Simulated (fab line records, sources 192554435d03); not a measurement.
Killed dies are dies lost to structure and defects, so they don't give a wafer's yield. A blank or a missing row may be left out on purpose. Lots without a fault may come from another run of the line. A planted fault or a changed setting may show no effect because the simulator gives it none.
A struck lot beside a sound one | flow n5_finfet | 15 steps out of a route of 1938
Sound: wafers L986.1, L986.5, L986.6. Struck: wafers L997.1, L997.4, L997.5. The cause comes at the end.
At each step with rows: each side's tool, then ch and its chambers, then its first start. Under that, the readings that differ: sound wafers | struck wafers | difference of the means | sigmas: that difference in standard deviations of wafers without a fault.
alike: readings whose means differ by less than 2 such deviations, and words and numbers that are the same on both sides. not compared: withheld readings, readings that some wafer has no value for, bounds like >300 that may hide the same value, and numbers for which the record gives no deviation and whose values overlap.
The two part at a step that has a row with sigmas, a row that says differs or no value, or rows on one side only. Numbers that don't overlap but have no deviation are shown without sigmas and don't part them. A reading that every wafer of one side lacks parts them only if that side has two wafers or more.

N5_BEOL_M9_RS_MEAS_57: measures by four-point-probe.
  sound on film_metro-02, day 9 09:14; struck on film_metro-02, day 12 04:29
  alike: M9_RS
N5_BEOL_M9_INSPECT_58: inspects for defects (darkfield).
  sound on defect_inspect-02, day 9 09:15; struck on defect_inspect-02, day 12 04:30
  alike: raw_defect_count
N5_BEOL_M10_ILD_DEP_00: deposits SiCOH lowk from DEMS/porogen, target thk 308.51 nm, time 58 s.
  sound on pecvd-01 ch 0,2, day 9 09:17; struck on pecvd-01 ch 1,2, day 12 04:32
  alike: heater_power_w, showerhead_plenum_p_Torr, throttle_valve_pct
N5_BEOL_M10_CURE_71: cures SiCOH lowk, time 240 s.
  sound on uv_cure-03 ch 2, day 9 09:22; struck on uv_cure-01 ch 2, day 12 04:39
  alike: lamp_power_pct, wafer_temp_C_max
N5_BEOL_M10_THK_MEAS_01:
  sound on film_metro-02, day 9 10:22; struck on film_metro-02, day 12 05:10
  alike: M10_ILD_THK
N5_BEOL_M10_PECVD_70: deposits SiO2 from TEOS/O2, target thk 20 nm, time 22.7 s.
  sound on pecvd-02 ch 0,1, day 9 10:24; struck on pecvd-02 ch 0,1,2, day 12 05:12
  alike: heater_power_w, showerhead_plenum_p_Torr, throttle_valve_pct
N5_BEOL_M10_HM_DEP_02: deposits TiN, target thk 20 nm.
  sound on pvd_sputter-02, day 9 12:01; struck on pvd_sputter-01, day 12 06:32
  alike: throttle_valve_pct
then, 5 steps without rows for these wafers: N5_BEOL_M10_COAT_59 (time 60 s, resist thk 100 nm); N5_BEOL_M10_COAT_60 (time 60 s, resist thk 30 nm); N5_BEOL_M10_COAT_05 (resist thk 90 nm); N5_BEOL_M10_EBR_07; N5_BEOL_M10_SOFTBAKE_06 (time 60 s).
N5_BEOL_M10_EXPOSE_08: exposes mask M10.
  sound on arfi_scanner-02 ch 0, day 9 12:23; struck on arfi_scanner-02 ch 0, day 12 06:55
  reading              | sound             | struck            | difference | sigmas
  exposure_dose_mJ_cm2 | 53.71 53.73 53.61 | 51.53 51.57 51.61 | -2.11      | -10
  alike: mask
then, 2 steps without rows for these wafers: N5_BEOL_M10_PEB_09 (peb time 60 s); N5_PASSIVATION_PROBE_49.

WHERE THEY PART
Only at N5_BEOL_M10_EXPOSE_08, within this record.

WHY: what the simulator had put in
Process parameter drift: arfi_scanner-02, from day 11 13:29 on, at N5_BEOL_M10_EXPOSE_08. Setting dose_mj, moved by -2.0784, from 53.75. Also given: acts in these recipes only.
